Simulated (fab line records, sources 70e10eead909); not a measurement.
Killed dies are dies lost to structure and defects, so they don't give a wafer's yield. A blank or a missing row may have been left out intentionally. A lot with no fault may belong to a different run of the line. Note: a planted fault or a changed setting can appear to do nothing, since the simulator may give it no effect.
A lot that was struck, set against a sound lot || flow nand-harc || 13 steps out of a route of 1159
Sound: the wafers L796.1, L796.3, L796.4. Wafers L797.1, L797.2, L797.6 were the ones struck. Last of all comes the cause.
Per side, at each step with rows, come the tool, then ch with its chambers, and then its first start. Under that, the readings that differ: sound wafers || struck wafers || difference of the means || sigmas: that difference in standard deviations of wafers without a fault.
alike: same words and numbers on both sides, and readings whose means sit less than 2 such deviations apart. not compared: any withheld reading, any reading some wafer has no value for, any bound like >300 that may hide the same value, and any number with overlapping values for which the record gives no deviation.
The two part at a step that has a row with sigmas, a row that says differs or no value, or rows on one side only. Numbers that don't overlap but have no deviation are shown without sigmas and don't part them. A reading that every wafer of one side lacks parts them only if that side has two wafers or more.

NHARC_A_STAIRCASE_TRIM_202: chemistry O2, time 211.2 s.
  sound: rie-diel-02 ch 1,2,3; struck: rie-diel-02 ch 1,2
  alike: chamber-pressure-mTorr, drypump-motor-current-A, mfc-ar-sccm, oes-product-au, rf-vpp-V, showerhead-plenum-p-Torr, throttle-valve-pct
  not compared: rf-hours-counter-h
NHARC_A_STAIRCASE_ETCH_203: etches the open film in C4F8/O2, target depth 100 nm, time 40.5 s.
  sound: rie-diel-02 ch 1,2,3; struck: rie-diel-02 ch 1,3
  alike: chamber-pressure-mTorr, oes-product-au, rf-vpp-V
  not compared: rf-hours-counter-h
NHARC_A_STAIRCASE_STRIP_205: strips in O2.
  sound on plasma-asher-02 ch 0,1, day 12 16:22; struck on plasma-asher-02 ch 0,1, day 13 08:51
  alike: drypump-motor-current-A, heater-power-w, temp-c
  not compared: rf-hours-counter-h
then, 8 steps without rows for these wafers: NHARC_A_STAIRCASE_STRIP_206 (strips in SPM, time 900 s); NHARC_A_STAIRCASE_PRECLEAN_207 (cleans in SC1); NHARC_A_STAIRCASE_SRD_208; NHARC_A_STAIRCASE_DEHYDRATE_209 (time 120 s); NHARC_A_STAIRCASE_HMDS_210 (time 30 s); NHARC_A_STAIRCASE_COAT_211; NHARC_A_STAIRCASE_SOFTBAKE_212 (time 170 s); NHARC_A_STAIRCASE_EBR_213.
NHARC_A_STAIRCASE_EXPOSE_214: exposes mask STAIR 3.
  sound on krf-scanner-03 ch 0, day 12 17:27; struck on krf-scanner-02, day 13 09:59
  no value came back on the struck wafers for exposure-dose-mJ-cm2, focus-offset-nm (nm); on the sound wafers exposure-dose-mJ-cm2 reads 31.22 31.27 31.21
  alike: mask
then, 1 step without rows for these wafers: NHARC_A_STAIRCASE_PEB_215 (peb time 130 s).

== WHERE THEY PART ==
Only at NHARC_A_STAIRCASE_EXPOSE_214, within this record.

WHY: what the simulator had put in
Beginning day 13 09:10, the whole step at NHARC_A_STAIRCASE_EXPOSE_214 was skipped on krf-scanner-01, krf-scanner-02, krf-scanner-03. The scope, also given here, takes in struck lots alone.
